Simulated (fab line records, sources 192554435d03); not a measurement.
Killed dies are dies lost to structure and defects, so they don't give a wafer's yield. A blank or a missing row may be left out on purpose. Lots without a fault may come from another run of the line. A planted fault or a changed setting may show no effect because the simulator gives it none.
A struck lot beside a sound one | flow n5_finfet | 36 steps out of a route of 1938
Sound: wafers L267.1, L267.4, L267.6. Struck: wafers L275.1, L275.2. The cause comes at the end.
At each step with rows: each side's tool, then ch and its chambers, then its first start. Under that, the readings that differ: sound wafers | struck wafers | difference of the means | sigmas: that difference in standard deviations of wafers without a fault.
alike: readings whose means differ by less than 2 such deviations, and words and numbers that are the same on both sides. not compared: withheld readings, readings that some wafer has no value for, bounds like >300 that may hide the same value, and numbers for which the record gives no deviation and whose values overlap.
The two part at a step that has a row with sigmas, a row that says differs or no value, or rows on one side only. Numbers that don't overlap but have no deviation are shown without sigmas and don't part them. A reading that every wafer of one side lacks parts them only if that side has two wafers or more.

first, 9 steps without rows for these wafers: N5_BEOL_M4_ANNEAL_95 (time 240 s); N5_BEOL_M4_SPUTTER_96 (material Cu, target thk 4.5 nm, time 8.29 s); N5_BEOL_M4_ECD_50 (material Cu, target thk 300 nm); N5_BEOL_M4_ANNEAL_51 (time 90 s); N5_BEOL_M4_CMP_52 (polishes, stops on SiOC, t overpolish 6.8 s, target thk 40 nm); N5_BEOL_M4_PRE_CLEAN_60 (time 15 s); N5_BEOL_M4_CO_CAP_55 (material Co, precursor CCTBA/H2, target thk 2 nm, time 102.1 s); N5_BEOL_M4_PRE_CLEAN_56 (time 15 s); N5_BEOL_M4_DEP_57 (deposits SiCN from 3MS/NH3, target thk 8 nm, time 14 s).
N5_BEOL_M4_RC_MEAS_101:
  sound on prober-01 ch 0, day 9 22:18; struck on prober-01 ch 0, day 11 16:22
  reading       | sound          | struck    | difference | sigmas
  ION_P (uA/um) | 472 477 473    | 468 451   | -14        | -2
  VT_P (mV)     | -246 -247 -245 | -252 -254 | -7         | -2
  alike: DIBL_N, DIBL_P, IOFF_N, IOFF_P, ION_N, SS_N, SS_P, VT_N
then, 24 steps without rows for these wafers: N5_BEOL_M5_ILD_DEP_00 (deposits SiCOH lowk from DEMS/porogen, target thk 140.64 nm, time 25.9 s); N5_BEOL_M5_CURE_79 (cures SiCOH lowk, time 240 s); N5_BEOL_M5_PECVD_70 (deposits SiO2 from TEOS/O2, target thk 16 nm, time 18 s); N5_BEOL_M5_HM_DEP_02 (deposits TiN, target thk 20 nm); N5_BEOL_M5_COAT_59 (time 60 s, resist thk 60 nm); N5_BEOL_M5_COAT_60 (time 60 s, resist thk 12 nm); N5_BEOL_M5_COAT_71 (time 60 s, resist thk 5 nm); N5_BEOL_M5_COAT_05 (resist thk 30 nm); N5_BEOL_M5_EBR_07; N5_BEOL_M5_SOFTBAKE_06 (time 60 s); N5_BEOL_M5_EXPOSE_08 (exposes mask M5, target cd 28 nm); N5_BEOL_M5_PEB_09 (peb time 60 s); N5_BEOL_M5_DEVELOP_10 (develop time 30 s); N5_BEOL_M5_DESCUM_16 (chemistry O2, time 7 s); N5_BEOL_M5_ETCH_72 (etches underlayer in N2/H2, target depth 6.5 nm, time 5.2 s); N5_BEOL_M5_ETCH_61 (etches SiARC in CF4, target depth 15.6 nm, time 26 s); N5_BEOL_M5_ETCH_62 (etches SOC in N2/H2, target depth 75 nm, overetch 15 nm, time 112.5 s); N5_BEOL_M5_STRIP_63 (strips in N2/H2); N5_BEOL_M5_STRIP_73 (strips in N2/H2); N5_BEOL_M5_STRIP_64 (strips in CF4); N5_BEOL_M5_HM_OPEN_17 (chemistry Cl2/BCl3, target TiN, target depth 20 nm, overetch 6 nm); N5_BEOL_M5_STRIP_19 (strips in O2); N5_BEOL_M5_COAT_65 (time 60 s, resist thk 60 nm); N5_BEOL_M5_COAT_66 (time 60 s, resist thk 12 nm).
-- the record jumps here: 3 days lie between the struck wafers' starts before and after (it left off in module BEOL_M5 and takes up again in module BEOL_M11, whose first step shown is number 1575 of the route) --
N5_BEOL_M11_VIA_ETCH_34: etches SiCOH lowk in C4F6/O2, target depth 184.5 nm, time 69.2 s.
  sound on rie_diel-05 ch 1,2,3, day 12 17:40; struck on rie_diel-05 ch 1,3, day 14 04:46
  reading                                   | sound             | struck      | difference | sigmas
  run_length_s (s)                          | 92.7 92.0 93.0    | 70.7 70.4   | -22.0      | -63
  model.etch.depth_nm (nm)                  | 181.6 188.5 187.5 | 128.2 126.3 | -58.6      |
  model.SOC_of_BEOL_M11_COAT_63.thk_nm (nm) | 92.4 91.8 91.8    | 94 94       | +2         |
  alike: O2_flow_sccm, drypump_motor_current_A, oes_ar_750_au, oes_product_au, rf_vpp_V, showerhead_plenum_p_Torr, throttle_valve_pct
  not compared: rf_hours_counter_h
-- the record jumps here: 2 days lie between the struck wafers' starts before and after (it left off in module BEOL_M11 and takes up again in module PASSIVATION, whose first step shown is number 1936 of the route) --
N5_PASSIVATION_PROBE_49:
  the record has rows for the struck wafers here (prober-01, day 16 07:06) and none for the sound ones

WHERE THEY PART
First at N5_BEOL_M4_RC_MEAS_101; last, within this record, at N5_PASSIVATION_PROBE_49.

WHY: what the simulator had put in
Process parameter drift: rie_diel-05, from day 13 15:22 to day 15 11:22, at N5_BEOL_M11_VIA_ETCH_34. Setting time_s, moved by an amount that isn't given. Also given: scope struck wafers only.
